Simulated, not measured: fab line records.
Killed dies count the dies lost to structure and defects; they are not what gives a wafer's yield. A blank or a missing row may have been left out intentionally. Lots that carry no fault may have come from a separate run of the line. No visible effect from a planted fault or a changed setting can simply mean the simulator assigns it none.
fab line records	flow n5_finfet	part 1 of 2: steps 1 to 3 of 6
[record] lots = 23	wafers = 69	last_day = 18
route steps=1938 shown BEOL_M11@1554 BEOL_M12@1639 BEOL_M13@1660
lots that met no fault: from a run of the same line without faults
start_h: hours from the record's first day to the start of the lot's first wafer shown	wait_h: how many hours have passed since the lot's step before this one	" same as the row above	L1.1+2: one row covering several wafers at once	- no value present, or no start provided	* or withheld: withheld	< > ~ a bound
route shown NAME@n: NAME is a module with steps in the file, n the number in the route of the first one	usual: mean/standard deviation of fault-free wafers	same: alike in all rows	chamber/n: place in a boat	sites: per-site readings	_std_site: the standard deviation of these	_edge_site: inner sites' mean taken away from outer sites' mean	radius_mm: how far each site lies from the wafer's centre	mask NAME#n: copy n	behind: the most recent tool/chamber to have shaped the wafer	hold: what put the lot on hold/how long, in hours/how the hold closed	device: the transistor (n, p or np) that didn't switch	end of line: tests of these same wafers at the route's end	where a step has no rows: the recipe by itself	killed: dies lost to structure and defects at the first sort, not the wafer's yield	map: a wafer's dies, x killed, . not, _ none there
set.NAME: the setting as run; set.NAME@STEP: as run at that earlier step	model.NAME: the simulator's own value behind a step, which no gauge read
a sample of lots followed through the steps of the route, with each step as a table and each wafer as a row
services: a tool's chamber out of use, with start hour (start_h, from the record's first day; less than 0 if before it), hours out, and reason
[[steps]]
[step N5_BEOL_M11_ETCH_62]
[recipe] chemistry = N2/H2	target = SOC	target_depth_a = 1100	overetch_a = 220	mask_material = SiARC	temp_c = 40	time_s = 165	ion_energy_ev = 200	pressure_mtorr = 30	source_w = 840	bias_w = 150	n2_flow_sccm = 200	h2_flow_sccm = 200
[usual] bias_w = 149.9/0.44	drypump_motor_current_A = 6.1/0.37	oes_product_au = 0.68/0.075	rf_vpp_V = 523.8/2.7	showerhead_plenum_p_Torr = 2.53/0.093	throttle_valve_pct = 17.76/0.26
[same] time_s = 165
lot.wafer	tool	chamber	start_h	wait_h	bias_w	drypump_motor_current_A	oes_product_au	rf_hours_counter_h	rf_vpp_V	showerhead_plenum_p_Torr	throttle_valve_pct
L074.3	rie_diel-02	0	230.19	0.0	150.8	6.7	0.72	67	526.4	2.58	17.33
L074.4	"	1	"	"	150.1	5.7	0.62	174	520.0	2.41	18.09
L074.6	"	1	"	"	149.8	5.7	0.62	-	522.0	2.41	18.07
L075.1	rie_diel-03	2	239.37	0.0	149.6	6.6	0.60	235	524.1	2.50	17.91
L075.2	"	3	"	"	149.4	6.5	0.59	221	526.9	2.61	17.93
L075.4	"	1	"	"	149.9	5.8	0.78	24	523.0	2.49	17.50
L077.2	rie_diel-02	0	250.51	0.0	149.8	6.7	0.71	71	524.4	2.57	17.33
L077.5	"	1	"	"	150.2	5.7	0.62	-	520.8	2.41	18.08
L077.6	"	0	"	"	150.0	6.7	0.71	-	524.9	2.57	17.34
L076.2	rie_diel-01	1	263.41	0.0	150.1	6.0	0.74	50	523.6	2.48	17.81
L076.3	"	2	"	"	150.1	6.1	0.60	187	527.0	2.62	18.03
L076.4	"	0	"	"	149.8	6.2	0.76	-	527.0	2.56	17.33
L081.2	rie_diel-02	3	268.26	0.0	149.0	5.8	0.62	202	520.0	2.42	17.77
L081.3	"	2	"	"	149.9	5.8	0.79	13	529.4	2.71	17.87
L081.5	"	2	"	"	149.7	5.7	0.80	-	527.7	2.71	17.86
L079.3	rie_diel-02	3	268.51	0.0	148.7	5.8	0.63	202	520.5	2.42	17.75
L079.4	"	0	"	"	150.0	6.6	0.71	77	524.9	2.57	17.35
L079.6	"	0	"	"	150.4	6.7	0.71	-	526.1	2.57	17.34
L080.1	rie_diel-03	1	268.96	0.0	149.7	5.9	0.76	34	523.5	2.49	17.52
L080.3	"	2	"	"	149.6	6.6	0.59	245	522.3	2.50	17.92
L080.4	"	0	"	"	150.5	5.2	0.66	137	523.7	2.53	17.66
L082.3	rie_diel-02	3	284.71	0.0	150.4	5.8	0.62	207	521.6	2.42	17.76
L082.4	"	0	"	"	149.8	6.7	0.71	82	525.3	2.57	17.36
L082.6	"	2	"	"	149.9	5.8	0.78	-	527.2	2.71	17.87
L078.1	rie_diel-02	0	290.55	0.0	149.9	6.7	0.70	84	523.9	2.57	17.38
L078.4	"	1	"	"	150.4	5.8	0.61	192	520.7	2.40	18.11
L078.5	"	0	"	"	149.9	6.7	0.70	-	526.5	2.57	17.37
L083.4	rie_diel-02	1	295.66	0.0	149.8	5.7	0.61	193	519.2	2.40	18.10
L083.5	"	0	"	"	150.0	6.6	0.70	-	525.6	2.57	17.37
L083.6	"	3	"	"	149.9	5.8	0.61	-	519.9	2.42	17.79
L084.2	rie_diel-02	2	302.11	0.0	150.0	5.7	0.78	24	528.3	2.71	17.88
L084.4	"	0	"	"	149.7	6.6	0.70	87	525.8	2.57	17.37
L084.6	"	3	"	"	149.5	5.8	0.61	-	519.7	2.42	17.78
L085.1	rie_diel-02	2	314.72	0.0	149.6	5.7	0.76	29	528.2	2.71	17.89
L085.2	"	3	"	"	149.6	5.8	0.61	216	520.7	2.42	17.79
L085.6	"	3	"	"	150.1	5.8	0.61	-	521.6	2.42	17.77
L086.2	rie_diel-02	3	317.85	0.0	149.6	5.8	0.61	218	520.0	2.41	17.78
L086.5	"	2	"	"	149.4	5.7	0.76	-	527.8	2.71	17.89
L086.6	"	1	"	"	149.8	5.7	0.59	-	520.7	2.40	18.13
L088.1	rie_diel-01	1	326.65	0.0	150.2	6.1	0.73	66	520.1	2.47	17.85
L088.2	"	0	"	"	149.2	6.2	0.74	44	526.2	2.55	17.39
L088.3	"	2	"	"	150.0	6.0	0.59	203	525.8	2.61	18.06
L087.2	rie_diel-03	2	338.16	0.0	149.8	6.6	0.78	6	522.8	2.49	17.61
L087.3	"	1	"	"	149.7	5.8	0.74	59	522.1	2.47	17.56
L087.6	"	3	"	"	150.1	6.5	0.57	-	524.8	2.60	17.97
L090.1	rie_diel-01	0	347.28	0.0	150.1	6.2	0.72	50	524.8	2.55	17.37
L090.3	"	2	"	"	150.1	6.0	0.59	209	525.2	2.61	18.07
L090.5	"	1	"	"	149.3	6.1	0.71	-	522.9	2.47	17.87
L089.2	rie_diel-01	3	354.49	0.0	149.9	5.9	0.58	243	521.4	2.50	18.07
L089.4	"	1	"	"	150.2	6.0	0.72	73	522.7	2.47	17.84
L089.6	"	1	"	"	149.1	6.1	0.71	-	522.9	2.47	17.84
L091.1	rie_diel-02	3	355.02	0.0	150.7	5.8	0.60	230	519.5	2.41	17.81
L091.2	"	2	"	"	149.8	5.7	0.74	43	529.1	2.70	17.92
L091.4	"	0	"	"	150.0	6.7	0.68	105	525.6	2.56	17.38
L092.1	rie_diel-03	2	368.34	0.0	149.7	6.6	0.76	18	522.4	2.49	17.63
L092.3	"	0	"	"	149.9	5.2	0.64	172	524.7	2.52	17.73
L092.4	"	1	"	"	150.8	5.9	0.72	70	521.7	2.47	17.57
L093.1	rie_diel-01	2	371.11	0.0	150.4	6.0	0.59	216	526.3	2.61	18.08
L093.5	"	1	"	"	150.6	6.0	0.71	-	520.9	2.47	17.87
L093.6	"	2	"	"	149.6	6.0	0.58	-	524.3	2.61	18.08
L095.1	rie_diel-03	1	371.21	0.0	149.7	5.8	0.71	71	522.8	2.47	17.59
L095.2	"	2	"	"	149.9	6.5	0.76	19	524.0	2.49	17.64
L095.4	"	3	"	"	150.1	6.4	0.80	2	525.2	2.59	17.56
L096.4	rie_diel-03	3	379.57	0.0	149.6	6.4	0.79	5	525.7	2.59	17.57
L096.5	"	2	"	"	149.4	6.6	0.75	-	522.9	2.49	17.65
L096.6	"	3	"	"	150.3	6.4	0.80	-	525.6	2.59	17.58
L097.2	rie_diel-01	1	384.96	0.0	149.4	6.1	0.71	84	520.5	2.46	17.87
L097.4	"	0	"	"	150.3	6.2	0.71	-	525.5	2.54	17.41
L097.5	"	1	"	"	150.0	6.1	0.70	-	521.2	2.46	17.87
[step N5_BEOL_M11_STRIP_77]
[recipe] chemistry = N2/H2	time_s = 10	power_w = 450	temp_c = 40	pressure_mtorr = 20	rf_frequency_hz = 6e+07	bias_power_w = 7	n2_flow_sccm = 200	h2_flow_sccm = 200
[usual] bias_power_w = 6.999/0.022	drypump_motor_current_A = 6.0/0.36	oes_product_au = 0.80/0.092	rf_vpp_V = 59.1/0.79	showerhead_plenum_p_Torr = 2.53/0.087	throttle_valve_pct = 23.6/0.3
[same] time_s = 10
lot.wafer	tool	chamber	start_h	wait_h	bias_power_w	drypump_motor_current_A	oes_product_au	rf_hours_counter_h	rf_vpp_V	showerhead_plenum_p_Torr	throttle_valve_pct
L074.3	rie_diel-02	3	-	-	7.019	5.8	0.73	196	61.1	2.42	23.6
L074.4	"	1	"	"	7.007	5.7	0.73	174	58.8	2.40	23.8
L074.6	"	2	"	"	7.006	5.7	1.00	-	61.4	2.71	23.8
L075.1	rie_diel-01	3	-	-	6.993	5.9	0.71	221	57.8	2.51	23.9
L075.2	"	2	"	"	6.997	6.0	0.70	182	58.3	2.62	23.9
L075.4	"	1	"	"	6.978	6.1	0.88	45	58.4	2.48	23.6
L077.2	rie_diel-03	1	-	-	6.963	5.8	0.92	29	59.4	2.48	23.2
L077.5	"	2	"	"	6.971	6.6	0.70	-	59.1	2.50	23.6
L077.6	"	0	"	"	6.998	5.2	0.77	-	59.6	2.53	23.4
L076.2	rie_diel-01	3	-	-	6.994	5.9	0.71	223	59.7	2.51	23.9
L076.3	"	1	"	"	6.975	6.1	0.87	51	58.6	2.47	23.7
L076.4	"	2	"	"	7.009	6.0	0.70	188	58.7	2.61	23.9
L079.3	rie_diel-01	1	-	-	6.985	6.0	0.88	52	57.9	2.47	23.7
L079.4	"	3	"	"	6.999	5.9	0.70	224	60.1	2.51	23.9
L079.6	"	1	"	"	6.968	6.1	0.87	-	59.5	2.47	23.7
L081.2	rie_diel-03	0	-	-	6.993	5.3	0.77	137	59.4	2.53	23.3
L081.3	"	1	"	"	7.004	5.8	0.90	34	59.1	2.48	23.2
L081.5	"	2	"	"	7.001	6.6	0.70	-	59.0	2.49	23.6
L080.1	rie_diel-03	1	-	-	6.977	5.9	0.90	34	58.1	2.48	23.2
L080.3	"	3	"	"	6.983	6.5	0.68	227	59.0	2.60	23.7
L080.4	"	2	"	"	7.000	6.6	0.70	245	59.5	2.49	23.6
L082.3	rie_diel-01	1	-	-	7.027	6.0	0.86	57	58.9	2.47	23.7
L082.4	"	2	"	"	7.000	6.0	0.69	194	60.3	2.61	23.9
L082.6	"	2	"	"	6.968	6.0	0.70	-	59.6	2.61	23.9
L078.1	rie_diel-02	0	-	-	6.982	6.7	0.84	85	59.2	2.57	23.0
L078.4	"	1	"	"	7.004	5.7	0.72	193	58.1	2.40	23.8
L078.5	"	1	"	"	7.023	5.8	0.71	-	59.5	2.40	23.8
L083.4	rie_diel-01	3	-	-	7.003	5.9	0.71	230	59.2	2.50	23.9
L083.5	"	2	"	"	7.005	6.0	0.70	-	58.0	2.61	23.9
L083.6	"	1	"	"	6.984	6.1	0.86	-	59.5	2.47	23.7
L084.2	rie_diel-02	3	-	-	6.995	5.8	0.71	212	59.8	2.41	23.6
L084.4	"	1	"	"	6.984	5.7	0.71	196	58.6	2.39	23.8
L084.6	"	2	"	"	7.030	5.7	0.95	-	60.4	2.70	23.8
L085.1	rie_diel-02	1	-	-	7.003	5.7	0.71	202	57.7	2.39	23.8
L085.2	"	0	"	"	7.026	6.6	0.82	93	59.1	2.56	23.0
L085.6	"	3	"	"	7.056	5.9	0.71	-	58.5	2.41	23.6
L086.2	rie_diel-02	3	-	-	7.007	5.8	0.71	218	61.3	2.41	23.6
L086.5	"	1	"	"	7.039	5.7	0.71	-	59.5	2.39	23.8
L086.6	"	2	"	"	7.017	5.7	0.93	-	58.4	2.70	23.9
L088.1	rie_diel-02	2	-	-	6.981	5.7	0.92	34	59.9	2.70	23.8
L088.2	"	3	"	"	6.991	5.8	0.71	221	58.8	2.41	23.6
L088.3	"	0	"	"	6.935	6.7	0.82	96	60.8	2.56	23.0
L087.2	rie_diel-03	1	-	-	6.997	5.9	0.87	59	58.1	2.47	23.2
L087.3	"	2	"	"	7.044	6.6	0.93	7	57.8	2.49	23.6
L087.6	"	0	"	"	7.002	5.2	0.75	-	59.5	2.52	23.4
L090.1	rie_diel-01	2	-	-	6.962	6.0	0.69	210	60.0	2.60	23.9
L090.3	"	0	"	"	6.993	6.2	0.86	50	58.6	2.55	23.0
L090.5	"	1	"	"	7.007	6.1	0.84	-	59.8	2.46	23.7
L089.2	rie_diel-01	3	-	-	7.005	5.9	0.69	243	60.4	2.50	23.9
L089.4	"	2	"	"	6.985	6.0	0.69	212	60.6	2.60	23.9
L089.6	"	0	"	"	7.020	6.2	0.86	-	59.4	2.55	23.0
L091.1	rie_diel-02	1	-	-	7.009	5.8	0.71	212	58.2	2.39	23.9
L091.2	"	2	"	"	7.012	5.7	0.90	44	59.6	2.69	23.9
L091.4	"	3	"	"	7.012	5.9	0.70	231	58.4	2.40	23.7
L092.1	rie_diel-01	2	-	-	6.987	6.0	0.69	215	59.4	2.60	23.9
L092.3	"	0	"	"	7.008	6.2	0.86	57	57.5	2.54	23.0
L092.4	"	3	"	"	7.011	5.9	0.68	247	59.7	2.50	23.9
L095.1	rie_diel-03	2	-	-	6.990	6.6	0.89	20	59.0	2.48	23.6
L095.2	"	1	"	"	6.987	5.9	0.85	72	58.8	2.46	23.2
L095.4	"	0	"	"	7.027	5.2	0.73	174	59.2	2.52	23.4
L093.1	rie_diel-03	3	-	-	6.944	6.4	0.93	4	59.3	2.59	23.5
L093.5	"	3	"	"	6.997	6.4	0.93	-	58.9	2.59	23.5
L093.6	"	2	"	"	6.995	6.6	0.88	-	58.5	2.48	23.6
L096.4	rie_diel-03	3	-	-	6.964	6.4	0.93	6	59.0	2.59	23.5
L096.5	"	2	"	"	7.030	6.6	0.89	-	60.3	2.48	23.6
L096.6	"	1	"	"	6.999	5.9	0.84	-	59.3	2.46	23.2
L097.2	rie_diel-02	0	-	-	6.999	6.7	0.81	112	58.7	2.55	23.1
L097.4	"	2	"	"	7.035	5.7	0.89	51	57.9	2.69	23.9
L097.5	"	3	"	"	7.016	5.8	0.70	-	59.3	2.40	23.7
[step N5_BEOL_M12_TRENCH_ETCH_34]
[recipe] chemistry = C4F8/O2/Ar	target = SiOC	target_depth_a = 3189.5	mask_material = SOC	pressure_mtorr = 30	source_w = 3000	bias_w = 700	Ar_flow_sccm = 400	C4F8_flow_sccm = 15	O2_flow_sccm = 8	he_inner_torr = 15	he_outer_torr = 30	time_s = 125.5	ion_energy_ev = 250
[usual] bias_w = 699.8/2.2	drypump_motor_current_A = 5.7/0.4	oes_product_au = 0.84/0.077	rf_vpp_V = 666.5/2.6	showerhead_plenum_p_Torr = 3.44/0.082	throttle_valve_pct = 24.08/0.2
[same] time_s = 125.5
lot.wafer	tool	chamber	start_h	wait_h	bias_w	drypump_motor_current_A	oes_product_au	rf_hours_counter_h	rf_vpp_V	showerhead_plenum_p_Torr	throttle_valve_pct
L074.3	rie_diel-05	0	238.84	0.0	699.8	5.4	0.89	30	662.2	3.35	24.16
L074.4	"	1	"	"	699.3	6.1	0.85	53	668.3	3.47	23.88
L074.6	"	0	"	"	700.5	5.4	0.89	-	665.3	3.35	24.18
L075.1	rie_diel-06	2	254.68	0.0	703.4	6.4	0.88	39	667.3	3.44	23.85
L075.2	"	0	"	"	702.3	5.3	0.67	234	659.5	3.30	24.55
L075.4	"	3	"	"	699.3	5.7	0.86	46	667.0	3.45	23.81
L077.2	rie_diel-04	0	260.19	0.0	695.2	5.3	0.90	21	669.4	3.50	24.24
L077.5	"	0	"	"	698.3	5.4	0.90	-	667.0	3.50	24.25
L077.6	"	1	"	"	698.4	5.4	0.97	-	668.1	3.46	23.88
L076.2	rie_diel-06	3	273.03	0.0	699.4	5.7	0.85	53	666.4	3.45	23.81
L076.3	"	2	"	"	704.5	6.4	0.89	45	667.5	3.44	23.85
L076.4	"	0	"	"	700.8	5.4	0.66	240	660.8	3.29	24.57
L079.3	rie_diel-05	2	274.70	0.0	699.8	5.7	0.75	158	670.2	3.52	24.11
L079.4	"	2	"	"	702.0	5.7	0.74	-	668.6	3.52	24.11
L079.6	"	1	"	"	695.4	6.1	0.84	-	665.5	3.46	23.90
L081.2	rie_diel-05	2	277.82	0.0	701.4	5.7	0.74	159	668.7	3.52	24.10
L081.3	"	0	"	"	700.0	5.3	0.85	47	664.1	3.34	24.20
L081.5	"	1	"	"	699.9	6.1	0.84	-	666.0	3.46	23.91
L080.1	rie_diel-04	2	277.88	0.0	697.1	5.9	0.79	146	669.7	3.55	24.28
L080.3	"	3	"	"	701.3	5.4	0.97	1	663.7	3.35	24.14
L080.4	"	1	"	"	702.6	5.4	0.94	11	668.0	3.46	23.88
L082.3	rie_diel-04	3	291.21	0.0	702.2	5.3	0.95	5	663.9	3.35	24.16
L082.4	"	0	"	"	695.7	5.3	0.87	34	667.8	3.50	24.26
L082.6	"	1	"	"	699.9	5.4	0.93	-	667.3	3.46	23.91
L078.1	rie_diel-06	3	300.21	0.0	698.0	5.7	0.83	63	666.1	3.44	23.83
L078.4	"	2	"	"	699.5	6.4	0.88	54	667.5	3.44	23.86
L078.5	"	0	"	"	701.0	5.4	0.67	-	661.5	3.29	24.58
L083.4	rie_diel-06	3	303.24	0.1	699.1	5.7	0.83	-	668.8	3.44	23.83
L083.5	"	1	"	"	697.6	6.5	0.89	-	668.2	3.48	23.91
L083.6	"	2	"	"	699.5	6.4	0.87	-	666.9	3.44	23.86
L084.2	rie_diel-06	2	308.94	0.0	702.3	6.4	0.86	57	668.4	3.43	23.87
L084.4	"	1	"	"	701.7	6.5	0.89	-	668.2	3.48	23.93
L084.6	"	3	"	"	698.3	5.7	0.82	-	664.9	3.44	23.85
L085.1	rie_diel-05	1	325.08	0.0	699.3	6.1	0.81	89	666.9	3.45	23.93
L085.2	"	2	"	"	699.0	5.7	0.73	178	668.9	3.51	24.12
L085.6	"	3	"	"	701.8	6.1	1.00	-	664.7	3.35	23.99
L086.2	rie_diel-04	1	327.12	0.0	702.2	5.4	0.91	28	667.3	3.45	23.92
L086.5	"	0	"	"	700.3	5.3	0.86	-	667.7	3.49	24.25
L086.6	"	1	"	"	701.9	5.4	0.90	-	666.5	3.45	23.92
L088.1	rie_diel-05	1	337.68	0.0	701.4	6.1	0.81	93	666.6	3.45	23.94
L088.2	"	2	"	"	700.0	5.7	0.72	183	670.4	3.51	24.14
L088.3	"	3	"	"	698.9	6.2	0.98	9	663.1	3.35	23.98
L087.2	rie_diel-06	1	344.93	0.0	698.0	6.5	0.87	56	667.6	3.48	23.93
L087.3	"	0	"	"	698.8	5.4	0.99	9	671.1	3.69	24.30
L087.6	"	2	"	"	696.8	6.4	0.85	-	665.7	3.43	23.89
L090.1	rie_diel-04	0	356.09	0.0	699.6	5.3	0.85	51	667.4	3.49	24.30
L090.3	"	3	"	"	695.4	5.4	0.89	30	663.4	3.34	24.20
L090.5	"	1	"	"	700.6	5.4	0.88	-	667.8	3.44	23.94
L089.2	rie_diel-04	1	362.38	0.0	702.8	5.4	0.88	44	667.8	3.44	23.93
L089.4	"	3	"	"	700.9	5.4	0.89	32	664.1	3.34	24.20
L089.6	"	0	"	"	699.7	5.4	0.84	-	667.4	3.49	24.28
L091.1	rie_diel-04	0	365.52	0.0	703.9	5.3	0.85	56	668.1	3.49	24.29
L091.2	"	1	"	"	700.9	5.4	0.87	46	665.9	3.44	23.92
L091.4	"	3	"	"	703.0	5.3	0.87	33	663.0	3.34	24.21
L092.1	rie_diel-05	2	374.90	0.0	700.5	5.7	0.72	196	669.3	3.50	24.15
L092.3	"	3	"	"	701.8	6.1	0.94	22	662.5	3.34	24.00
L092.4	"	1	"	"	704.9	6.1	0.79	108	665.9	3.44	23.96
L095.1	rie_diel-06	3	379.40	0.0	701.9	5.7	0.80	87	666.6	3.43	23.85
L095.2	"	1	"	"	702.4	6.5	0.85	66	665.1	3.47	23.93
L095.4	"	0	"	"	700.3	5.4	0.95	19	671.0	3.68	24.32
L093.1	rie_diel-05	3	381.74	0.0	700.9	6.1	0.94	24	663.3	3.34	24.02
L093.5	"	1	"	"	699.0	6.1	0.79	-	666.0	3.44	23.94
L093.6	"	0	"	"	698.9	5.3	0.80	-	663.2	3.32	24.25
L096.4	rie_diel-06	0	388.68	0.0	699.1	5.4	0.95	22	669.7	3.68	24.34
L096.5	"	0	"	"	699.9	5.3	0.94	-	671.4	3.68	24.32
L096.6	"	3	"	"	695.6	5.7	0.79	-	666.8	3.43	23.88
L097.2	rie_diel-04	1	392.51	0.0	699.2	5.4	0.86	55	667.4	3.44	23.94
L097.4	"	0	"	"	702.3	5.3	0.82	65	667.3	3.48	24.30
L097.5	"	2	"	"	700.4	5.8	0.73	-	668.8	3.52	24.31
